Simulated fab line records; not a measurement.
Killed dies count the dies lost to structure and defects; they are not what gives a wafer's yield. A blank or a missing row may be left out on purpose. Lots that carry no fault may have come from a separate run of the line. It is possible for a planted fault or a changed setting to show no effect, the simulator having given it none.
Chamber matching ; flow n5 finfet ; 3 sister chambers for N5_BEOL_M5_CURE_79 on uv cure-03
The step cures SiCOH lowk, time 240 s. 20 wafers are shown with their chamber, then 10 later ones without.

WAFERS PAIRED WITH THEIR CHAMBERS
wafer;chamber;wafer_temp_C_max;lamp power pct (%)
L074.1;2;386.9;52.38
L074.2;2;386.4;52.37
L074.3;2;386.9;52.31
L077.1;2;386.3;52.28
L077.5;2;386.9;52.31
L077.6;2;386.8;52.24
L078.1;2;386.8;52.32
L078.2;2;386.8;52.33
L078.3;2;386.8;52.25
L083.1;2;386.2;52.34
L083.3;2;386.5;52.36
L083.5;2;386.1;52.25
L084.1;2;386.9;52.35
L084.3;2;386.4;52.30
L084.6;2;386.5;52.29
L085.3;0;387.8;52.24
L085.4;0;387.0;52.41
L085.5;0;387.1;52.37
L090.1;1;386.8;52.18
L090.3;1;386.2;52.25

SIGNATURES (averages over the wafers above)
reading;chamber 0;chamber 1;chamber 2;scatter within a chamber
wafer_temp_C_max;387.300;386.500;386.613;0.314
lamp power pct;52.3400;52.2150;52.3120;0.0518
Rule: a wafer lies at a distance from a chamber equal to the root of the sum of squares, over the readings, of (its reading less the chamber's mean, divided by the reading's scatter). If the next closest chamber is less than 2 further off than the closest, the wafer can't be placed; otherwise it belongs to the closest. The scatter is the square root of a quotient: the sum, over the shown wafers, of each reading's squared deviation from its chamber's mean, divided by wafers minus chambers.

WAFERS WHOSE CHAMBER IS MISSING
wafer;wafer_temp_C_max;lamp power pct (%)
L090.5;386.6;52.30
L094.2;386.4;52.33
L094.4;386.5;52.32
L094.6;386.5;52.25
L095.1;387.1;52.23
L095.2;386.6;52.29
L095.3;386.3;52.37
L095.4;387.3;52.31
L095.5;387.7;52.26
L095.6;386.7;52.32

WHICH CHAMBER EACH ONE RAN IN
wafer;from the rows above;in truth
L090.5;can't be placed: 2 or 1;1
L094.2;can't be placed: 2 or 1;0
L094.4;can't be placed: 2 or 1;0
L094.6;can't be placed: 1 or 2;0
L095.1;can't be placed: 1 or 2 or 0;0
L095.2;can't be placed: 2 or 1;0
L095.3;can't be placed: 2 or 1 or 0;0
L095.4;can't be placed: 0 or 2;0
L095.5;can't be placed: 0 or 2 or 1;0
L095.6;can't be placed: 2 or 0 or 1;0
Correct placement for 0 of the 10. Unplaceable from these rows: 10, with the true chamber sitting among the candidates in 6. Number placed wrongly: 0.
